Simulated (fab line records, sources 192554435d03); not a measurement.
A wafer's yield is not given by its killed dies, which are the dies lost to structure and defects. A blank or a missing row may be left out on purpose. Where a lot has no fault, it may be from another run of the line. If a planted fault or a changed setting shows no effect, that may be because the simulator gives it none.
The tool behind it: which one? | flow n5 finfet | 10 lots, 30 wafers sampled, at 3 steps of a route of 1938

WHAT EACH GAUGE READ, for each wafer
N5_BEOL_M6_INSPECT_58: inspects for defects (darkfield).
lot  | measured     | on                | raw defect count
L694 | day 9 08:51  | defect inspect-02 | 33 39 63
L696 | day 9 20:32  | defect inspect-02 | 66 100 90
L698 | day 10 14:32 | defect inspect-01 | 86 124 97
L702 | day 11 09:23 | defect inspect-01 | 123 108 80
L701 | day 11 18:10 | defect inspect-01 | 68 46 55
L709 | day 13 12:19 | defect inspect-01 | 62 82 64
L711 | day 13 17:34 | defect inspect-01 | 60 47 55
L712 | day 13 20:05 | defect inspect-01 | 72 57 39
L713 | day 14 13:13 | defect inspect-02 | 114 112 163
L715 | day 15 16:59 | defect inspect-02 | 125 109 89

TOOL THAT RAN EACH LOT (tool first, then ch and the chambers of the sampled wafers, then the start)
lot  | N5_BEOL_M6_ETCH_41                            | N5_BEOL_M6_ALD_77
L694 | rie diel-02 ch 0,1,2, day 9 06:55 or earlier  | ald metal-01 ch 0,1,3, day 9 06:55
L696 | rie diel-02 ch 0,1,3, day 9 18:18 or earlier  | ald metal-02 ch 0,1, day 9 18:18
L698 | rie diel-04 ch 0,2,3, day 10 12:44 or earlier | ald metal-01 ch 1,2,3, day 10 12:44
L702 | rie diel-04 ch 0,1,2, day 11 07:42 or earlier | ald metal-02 ch 1,2,3, day 11 07:42
L701 | rie diel-01 ch 0,1, day 11 16:38 or earlier   | ald metal-02 ch 0,2, day 11 16:38
L709 | rie diel-02 ch 1,3, day 13 10:06 or earlier   | ald metal-01 ch 0,2,3, day 13 10:06
L711 | rie diel-02 ch 2,3, day 13 15:31 or earlier   | ald metal-03 ch 0,1,2, day 13 15:31
L712 | rie diel-01 ch 0,2, day 13 18:38 or earlier   | ald metal-03 ch 0,2,3, day 13 18:38
L713 | rie diel-01 ch 0,2,3, day 14 10:33 or earlier | ald metal-01 ch 0,1,2, day 14 10:33
L715 | rie diel-02 ch 1,2,3, day 15 15:06 or earlier | ald metal-02 ch 0,1,3, day 15 15:06
- N5_BEOL_M6_ETCH_41: etches SiCN in CH3F/O2, target depth 29.7 nm, time 52 s.
- N5_BEOL_M6_ALD_77: deposits TaN, target thk 2 nm, pulse time 2 s, purge time 3 s.

THE ANSWER, worked out from the rows above alone
Rule: what is usual is taken from the lots themselves. The widest of any qualifying gaps counts: lots, ordered by their means at a reading, are off when they make up no more than a third of the lots, leave a main group of 4 or more, and stand apart from it by 3 or more times the standard deviation of that group's means. Not used: any main group whose means are identical at the precision the tables above print for the reading. Also off: a lot with no number at a reading for which 4 or more lots have one. Any other lot the step has rows for is counted as sound.
No lot is off at any reading shown: from this, nothing can be told.

WHAT WAS PUT IN BY THE SIMULATOR
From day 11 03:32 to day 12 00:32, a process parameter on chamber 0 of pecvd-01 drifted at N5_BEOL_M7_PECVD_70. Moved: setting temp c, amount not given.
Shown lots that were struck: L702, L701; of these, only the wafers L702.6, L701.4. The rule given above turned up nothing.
